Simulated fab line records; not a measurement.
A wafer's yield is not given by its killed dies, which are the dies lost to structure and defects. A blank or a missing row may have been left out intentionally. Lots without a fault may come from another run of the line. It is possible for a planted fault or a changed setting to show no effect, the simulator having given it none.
Which tool is to blame?	flow n5_finfet	24 lots with 72 wafers sampled at 6 steps, on a route of 1938 steps

WHAT THE GAUGES READ, wafer by wafer
N5_BEOL_M5_OVL_MEAS_12.
lot	measured	on	M5_OVL (nm)
L074	day 7 18:16	overlay-01	-0.2 -0.1 0.2
L076	day 8 03:35	overlay-01	0.5 0.3 0.7
L075	day 8 06:17	overlay-01	-0.2 -0.2 1.2
L077	day 9 03:42	overlay-01	0.4 0.7 1.2
L079	day 9 06:48	overlay-01	0.8 -0.2 0.8
L078	day 9 11:43	overlay-02	-1.3 -0.7 0.3
L081	day 9 12:38	overlay-02	0.4 1.5 0.3
L080	day 9 14:16	overlay-02	0.0 0.8 0.4
L082	day 9 14:39	overlay-01	-0.4 0.5 0.3
L083	day 10 05:23	overlay-01	0.0 0.0 0.6
L084	day 10 08:22	overlay-01	0.0 -0.2 0.4
L085	day 10 17:36	overlay-02	-0.2 -1.0 -0.6
L086	day 11 04:33	overlay-01	-0.5 -0.2 -1.2
L088	day 11 07:13	overlay-02	-1.1 -0.3 0.4
L087	day 11 11:16	overlay-01	-0.1 1.5 1.3
L089	day 12 00:19	overlay-02	-0.3 0.7 -0.4
L090	day 12 02:37	overlay-01	-0.9 -1.1 1.0
L091	day 12 02:50	overlay-02	-0.6 0.7 0.8
L092	day 12 06:07	overlay-01	1.6 0.2 0.7
L093	day 12 14:10	overlay-01	0.2 -0.5 0.0
L094	day 12 22:50	overlay-02	-0.9 0.7 -0.4
L095	day 13 06:02	overlay-01	1.2 0.0 0.2
L096	day 13 22:17	overlay-01	1.0 0.5 0.2
L097	day 14 01:46	overlay-01	0.3 0.3 0.0

N5_BEOL_M5_CD_MEAS_18: pitch 56 nm, target cd 28 nm.
lot	measured	on	cd_nm (nm)
L074	day 7 18:50	cd_sem-01	28.2 27.8 28.2
L076	day 8 04:08	cd_sem-03	28.6 28.6 28.3
L075	day 8 06:52	cd_sem-01	28.4 28.4 28.6
L077	day 9 04:43	cd_sem-01	28.3 28.2 28.5
L079	day 9 07:20	cd_sem-02	28.0 27.7 27.4
L078	day 9 12:17	cd_sem-02	27.9 28.3 28.1
L081	day 9 13:09	cd_sem-03	28.1 27.9 27.5
L080	day 9 14:47	cd_sem-01	28.2 27.8 27.7
L082	day 9 15:22	cd_sem-03	27.5 27.9 27.9
L083	day 10 06:11	cd_sem-02	27.6 27.8 27.5
L084	day 10 09:18	cd_sem-01	28.1 27.9 27.5
L085	day 10 18:30	cd_sem-02	28.6 27.8 27.8
L086	day 11 05:04	cd_sem-01	28.4 28.2 28.5
L088	day 11 07:47	cd_sem-02	27.9 27.6 27.4
L087	day 11 11:47	cd_sem-03	28.3 28.0 27.8
L089	day 12 00:50	cd_sem-03	28.7 28.6 28.0
L090	day 12 03:08	cd_sem-03	28.1 28.2 27.1
L091	day 12 03:27	cd_sem-01	28.0 28.0 28.2
L092	day 12 06:40	cd_sem-03	27.8 28.2 27.6
L093	day 12 14:44	cd_sem-03	28.3 28.7 28.1
L094	day 12 23:37	cd_sem-03	28.1 27.7 27.8
L095	day 13 06:33	cd_sem-02	28.1 27.8 27.9
L096	day 13 22:49	cd_sem-03	28.5 28.1 28.4
L097	day 14 02:44	cd_sem-03	28.2 28.3 28.1

N5_BEOL_M5_OVL_MEAS_29.
lot	measured	on	V4_OVL (nm)
L074	day 7 19:11	overlay-01	-0.3 0.2 0.0
L076	day 8 05:07	overlay-02	0.0 0.0 0.2
L075	day 8 07:16	overlay-02	0.3 -0.5 0.2
L077	day 9 05:11	overlay-01	0.2 0.5 -1.0
L079	day 9 10:27	overlay-01	-0.3 -0.7 -1.1
L078	day 9 12:38	overlay-01	0.3 -0.1 -0.2
L081	day 9 13:31	overlay-02	-0.5 -1.0 -1.1
L080	day 9 17:01	overlay-01	0.1 0.2 0.7
L082	day 9 17:35	overlay-02	-1.6 0.5 0.5
L083	day 10 06:32	overlay-02	-0.4 0.0 -1.2
L084	day 10 10:26	overlay-02	-0.5 0.1 0.8
L085	day 10 18:51	overlay-01	-0.2 -1.5 -1.1
L086	day 11 05:49	overlay-01	0.8 0.5 0.6
L088	day 11 09:58	overlay-02	0.9 0.7 0.9
L087	day 11 13:23	overlay-01	0.5 -0.1 0.6
L089	day 12 01:46	overlay-02	0.8 0.5 0.8
L090	day 12 05:23	overlay-02	-0.7 -0.3 -0.9
L091	day 12 05:20	overlay-01	-0.5 -0.8 -1.1
L092	day 12 08:14	overlay-02	0.0 0.5 0.8
L093	day 12 16:32	overlay-01	1.2 0.7 0.2
L094	day 13 00:22	overlay-02	-1.2 -0.4 -0.7
L095	day 13 07:01	overlay-01	0.5 0.9 0.5
L096	day 14 00:47	overlay-01	0.0 -0.3 -0.3
L097	day 14 03:12	overlay-02	0.2 -0.5 0.3

N5_BEOL_M5_OCD_MEAS_38.
lot	measured	on	trench_depth_nm (nm)
L074	day 7 19:41	ocd-02	74.3 72.2 70.1
L076	day 8 05:39	ocd-01	70.5 70.8 69.5
L075	day 8 07:46	ocd-01	73.1 72.4 69.6
L077	day 9 05:41	ocd-02	73.7 70.3 73.7
L079	day 9 10:58	ocd-02	71.8 72.6 70.8
L078	day 9 13:10	ocd-01	72.5 73.7 73.9
L081	day 9 14:01	ocd-01	72.9 73.3 70.5
L080	day 9 17:40	ocd-02	71.7 71.6 71.4
L082	day 9 18:08	ocd-01	69.8 74.4 74.2
L083	day 10 07:08	ocd-02	70.6 71.1 69.1
L084	day 10 10:57	ocd-01	73.0 72.3 69.6
L085	day 10 19:22	ocd-01	74.3 74.3 69.7
L086	day 11 06:20	ocd-01	73.3 72.2 72.8
L088	day 11 10:28	ocd-02	72.6 71.9 72.0
L087	day 11 13:54	ocd-01	71.7 71.4 72.3
L089	day 12 02:17	ocd-02	69.9 71.3 70.8
L090	day 12 06:16	ocd-01	74.5 72.1 72.9
L091	day 12 05:50	ocd-01	69.4 73.6 73.2
L092	day 12 09:00	ocd-02	69.8 72.3 72.7
L093	day 12 17:03	ocd-01	72.8 73.3 73.9
L094	day 13 00:59	ocd-01	74.0 72.6 72.2
L095	day 13 07:32	ocd-02	70.0 72.5 72.8
L096	day 14 01:40	ocd-02	71.7 73.1 73.3
L097	day 14 03:45	ocd-01	71.6 71.2 71.7

TOOL THAT RAN EACH LOT (tool first, then ch and the chambers of the sampled wafers, then the start)
lot	N5_BEOL_M5_ETCH_62	N5_BEOL_M5_STRIP_36
L074	rie_diel-01 ch 0,2,3, day 7 18:29	rie_diel-01 ch 0,2,3, day 7 19:30
L076	rie_diel-02 ch 0,2, day 8 03:45	rie_diel-02 ch 0,2,3, day 8 05:27
L075	rie_diel-01 ch 0,2,3, day 8 06:27	rie_diel-02 ch 1,2,3, day 8 07:35
L077	rie_diel-04 ch 0,1,2, day 9 04:22	rie_diel-04 ch 2,3, day 9 05:30
L079	rie_diel-01 ch 0,1,2, day 9 06:58	rie_diel-02 ch 0,3, day 9 10:46
L078	rie_diel-01 ch 0,2, day 9 11:56	rie_diel-01 ch 0,3, day 9 12:58
L081	rie_diel-04 ch 0,2,3, day 9 12:48	rie_diel-04 ch 0,3, day 9 13:49
L080	rie_diel-01 ch 0,1,3, day 9 14:26	rie_diel-02 ch 0,1, day 9 17:28
L082	rie_diel-01 ch 0,1, day 9 14:49	rie_diel-01 ch 1,2, day 9 17:57
L083	rie_diel-01 ch 0,1,2, day 10 05:43	rie_diel-02 ch 0,1,2, day 10 06:56
L084	rie_diel-01 ch 0,2,3, day 10 08:50	rie_diel-01 ch 0,2,3, day 10 10:46
L085	rie_diel-01 ch 0,1,2, day 10 18:10	rie_diel-04 ch 1,2,3, day 10 19:10
L086	rie_diel-02 ch 1,2,3, day 11 04:43	rie_diel-02 ch 1,3, day 11 06:08
L088	rie_diel-04 ch 0,1, day 11 07:26	rie_diel-02 ch 1,3, day 11 10:16
L087	rie_diel-01 ch 1,2, day 11 11:26	rie_diel-02 ch 0,1,3, day 11 13:43
L089	rie_diel-04 ch 1,2,3, day 12 00:29	rie_diel-02 ch 0,2,3, day 12 02:05
L090	rie_diel-01 ch 1,2,3, day 12 02:47	rie_diel-01 ch 0,1,3, day 12 06:04
L091	rie_diel-02 ch 0,2, day 12 03:05	rie_diel-04 ch 1,2,3, day 12 05:39
L092	rie_diel-02 ch 0,2,3, day 12 06:19	rie_diel-04 ch 0,1,3, day 12 08:49
L093	rie_diel-02 ch 0,1,2, day 12 14:20	rie_diel-04 ch 1,2, day 12 16:51
L094	rie_diel-02 ch 0,1,2, day 12 23:14	rie_diel-01 ch 0,1,3, day 13 00:47
L095	rie_diel-01 ch 1,3, day 13 06:12	rie_diel-01 ch 0,2, day 13 07:20
L096	rie_diel-02 ch 0,1,3, day 13 22:28	rie_diel-04 ch 0,2, day 14 01:28
L097	rie_diel-04 ch 0,2, day 14 02:16	rie_diel-02 ch 1,3, day 14 03:33
- N5_BEOL_M5_ETCH_62: etches SOC in N2/H2, target depth 75 nm, overetch 15 nm, time 112.5 s.
- N5_BEOL_M5_STRIP_36: strips in N2/H2.

WHAT THE TOOLS THEMSELVES READ (means of the sampled wafers that have a number; where no wafer has one, the mark that the record gives instead)
N5_BEOL_M5_ETCH_62.
lot	tool	drypump_motor_current_A (A)	oes_product_au (a.u.)	rf_fwd_power_W (W)	rf_vpp_V (V)	showerhead_plenum_p_Torr (Torr)	throttle_valve_pct (%)
L074	rie_diel-01	5.5	0.59	836.6	525.9	2.62	17.8
L076	rie_diel-02	5.6	0.55	837.1	523.7	2.56	17.8
L075	rie_diel-01	5.5	0.59	833.9	525.5	2.62	17.8
L077	rie_diel-04	5.1	0.74	836.5	525.7	2.61	17.6
L079	rie_diel-01	5.6	0.66	836.6	524.6	2.57	17.7
L078	rie_diel-01	5.4	0.59	837.5	526.2	2.59	18.0
L081	rie_diel-04	5.4	0.66	835.6	523.4	2.53	17.8
L080	rie_diel-01	5.7	0.65	838.4	525.9	2.59	17.5
L082	rie_diel-01	5.6	0.68	836.4	525.5	2.61	17.6
L083	rie_diel-01	5.6	0.66	835.0	524.5	2.57	17.7
L084	rie_diel-01	5.5	0.58	838.9	525.9	2.61	17.9
L085	rie_diel-01	5.6	0.65	834.9	523.3	2.56	17.7
L086	rie_diel-02	5.2	0.59	837.1	524.4	2.54	17.8
L088	rie_diel-04	5.3	0.71	832.6	523.7	2.52	17.6
L087	rie_diel-01	5.6	0.62	834.9	522.8	2.52	17.8
L089	rie_diel-04	5.2	0.65	835.3	524.3	2.57	17.8
L090	rie_diel-01	5.7	0.61	837.2	523.0	2.54	17.7
L091	rie_diel-02	5.6	0.60	836.6	522.9	2.55	17.6
L092	rie_diel-02	5.5	0.64	836.6	523.2	2.53	17.7
L093	rie_diel-02	5.7	0.61	836.3	525.0	2.58	17.7
L094	rie_diel-02	5.7	0.61	837.7	524.6	2.58	17.7
L095	rie_diel-01	5.8	0.60	837.0	525.3	2.55	17.5
L096	rie_diel-02	5.7	0.64	835.2	524.1	2.56	17.7
L097	rie_diel-04	5.2	0.67	835.1	523.7	2.55	17.6

N5_BEOL_M5_STRIP_36.
lot	tool	drypump_motor_current_A (A)	oes_product_au (a.u.)	rf_vpp_V (V)	showerhead_plenum_p_Torr (Torr)	throttle_valve_pct (%)
L074	rie_diel-01	5.5	0.76	59.9	2.62	23.62
L076	rie_diel-02	5.5	0.76	59.3	2.54	23.74
L075	rie_diel-02	5.2	0.78	59.6	2.54	23.64
L077	rie_diel-04	5.1	0.82	59.3	2.61	23.68
L079	rie_diel-02	6.0	0.94	59.6	2.57	23.45
L078	rie_diel-01	5.4	0.78	60.7	2.66	23.51
L081	rie_diel-04	5.6	0.84	58.9	2.45	23.53
L080	rie_diel-02	6.2	0.88	60.2	2.61	23.33
L082	rie_diel-01	5.8	0.87	59.4	2.49	23.15
L083	rie_diel-02	5.7	0.80	59.6	2.58	23.45
L084	rie_diel-01	5.5	0.74	59.7	2.61	23.62
L085	rie_diel-04	5.2	0.84	60.4	2.57	23.61
L086	rie_diel-02	5.4	0.77	60.9	2.56	23.60
L088	rie_diel-02	5.2	0.80	59.7	2.52	23.76
L087	rie_diel-02	5.7	0.84	59.4	2.56	23.55
L089	rie_diel-02	5.5	0.81	58.4	2.53	23.61
L090	rie_diel-01	5.7	0.80	60.1	2.58	23.27
L091	rie_diel-04	5.3	0.82	59.6	2.56	23.61
L092	rie_diel-04	5.5	0.83	59.4	2.49	23.55
L093	rie_diel-04	4.8	0.88	59.5	2.67	23.57
L094	rie_diel-01	5.7	0.79	60.3	2.58	23.27
L095	rie_diel-01	5.3	0.76	59.7	2.62	23.73
L096	rie_diel-04	4.9	0.84	58.5	2.62	23.57
L097	rie_diel-02	5.2	0.79	58.5	2.51	23.77

THE ANSWER, worked out from the rows above alone
Rule: what is usual is taken from the lots themselves. Put in order of their means at a reading, lots are off if they are a third of the lots or fewer, leave a main group of 4 or more, and stand apart from it by a gap of 3 or more times the standard deviation of the main group's means; of several such gaps the widest counts. The tables above print the reading to a certain number of digits; a main group whose means all agree to those digits is not used. Also off: a lot with no number at a reading for which 4 or more lots have one. Where the step has rows for the other lots, those lots are counted as sound. First the gauges in route order, then the tools' own readings, where a lot's mean is used as printed above. At the first step where some lot is off, the reading lying furthest off is the one used; lots without a number count as furthest.
Nothing can be told from this: no lot is off at any reading shown.

WHAT THE SIMULATOR HAD INSERTED
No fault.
